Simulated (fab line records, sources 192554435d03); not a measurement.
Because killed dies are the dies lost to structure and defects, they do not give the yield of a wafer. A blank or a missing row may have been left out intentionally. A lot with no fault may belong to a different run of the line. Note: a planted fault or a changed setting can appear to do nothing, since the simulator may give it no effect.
Code-filled problem report in 8D (eight disciplines) form ; flow n5-finfet ; the parts of the form that need people (team, actions taken, sign-off) are left out

== 1. WHAT WENT WRONG ==
M8_ILD_THK at N5_BEOL_M8_THK_MEAS_01 reads a mean of 146.8 nm on 1 wafer of 1 lot; wafers without a fault read 155.1 nm with a standard deviation of 2. Measured from the usual mean, that is -4.1 standard deviations.
Seen first at day 13 12:55 on film-metro-01, wafer L328.1. At this step, 33 wafers from 11 lots have a number in the record. By rule, "out" or "out of limits" means more than 4 standard deviations away from the usual mean. All remaining wafers that have a number are taken as sound.

== 2. WHAT IT IS; WHAT IT IS NOT ==
question;is;is not
which readings at this step;M8_ILD_THK;-
which lots;L328;L321, L322, L324, L325, L326, L335, L339, L340, L343, L344
which wafers of those lots;L328.1;L328.2, L328.6
read on which gauges;film-metro-01;film-metro-02
when;from day 13 12:55;"up to then (17 sound wafers); but 15 sound wafers of L335, L339, L340, L343, L344 came after"

== 3. THE SUSPECTS, EACH WITH WHAT RULES IT OUT ==
Counting: a tool at a process step up to the reading stays a suspect if it ran every lot that is out. Sound lots after the first of them don't rule it out here, since some wafers of a struck lot are sound.
- the gauge at N5_BEOL_M8_THK_MEAS_01: kept. All the wafers that are out were read on film-metro-01, and no step on other tools shows them out.
- pvd-sputter-01 at N5_BEOL_M7_SURFACE_TREAT_79: kept. It ran the lot that is out, L328 (day 13 08:53).
- pecvd-04 at N5_BEOL_M7_DEP_56 (deposits SiCN from 3MS/NH3, target thk 10 nm, time 17.5 s): kept. It ran the lot that is out, L328 (day 13 12:10).
- pecvd-01 at N5_BEOL_M8_ILD_DEP_00 (deposits SiCOH lowk from DEMS/porogen, target thk 179.75 nm, time 33.4 s): kept. L328, the lot that is out, went through it at day 13 12:20; up to then, the latest sound lot through it was L326 at day 13 01:45.
- In pecvd-04 at N5_BEOL_M7_DEP_56, the wafers that are out were processed in chamber 0 and their sound lot-mates in chambers 1, 2.
- In pecvd-01 at N5_BEOL_M8_ILD_DEP_00, the wafers that are out were processed in chamber 2 and their sound lot-mates in chambers 0, 1.
Left after counting: pvd-sputter-01 at N5_BEOL_M7_SURFACE_TREAT_79, pecvd-04 at N5_BEOL_M7_DEP_56, pecvd-01 at N5_BEOL_M8_ILD_DEP_00, film-metro-01 at N5_BEOL_M8_THK_MEAS_01.

== 4. THE CAUSE (what the simulator had put in) ==
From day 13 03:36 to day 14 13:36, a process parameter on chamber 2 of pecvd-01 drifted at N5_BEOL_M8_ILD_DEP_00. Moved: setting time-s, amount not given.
Counting leaves 4 suspects; this tool is one of them.

== 5. SEQUENCE OF EFFECTS, ordered by route ==
Rows list readings where the struck wafers' mean (over those with a number) sits beyond 3 standard deviations from the usual. Only readings whose record carries a usual standard deviation are examined. hours: median over the lots of the time between each lot's start at the first step of this table that gives one and its start at this step. sigmas: the change, counted in usual standard deviations.
hours;step;reading;usual;on struck wafers;change;sigmas
0;N5_BEOL_M8_THK_MEAS_01;M8_ILD_THK;155.1 nm;146.8;-8.3;-4.1

== 6. HOW IT WOULD HAVE BEEN CAUGHT EARLIER ==
9 hours passed between the start of the fault at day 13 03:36 and the first reading out of limits at a measuring or inspecting step in this record, taken at day 13 12:55.
Tool readings at N5_BEOL_M8_ILD_DEP_00 with a usual standard deviation given in the record: none out on any struck wafer, hence no alarm at a limit of 4 standard deviations on them.
By day 13 12:55 the whole set of lots that are out, 1 in number, had already begun N5_BEOL_M8_ILD_DEP_00 on pecvd-01. Had the tool been put on hold then, not one of them would have been saved.
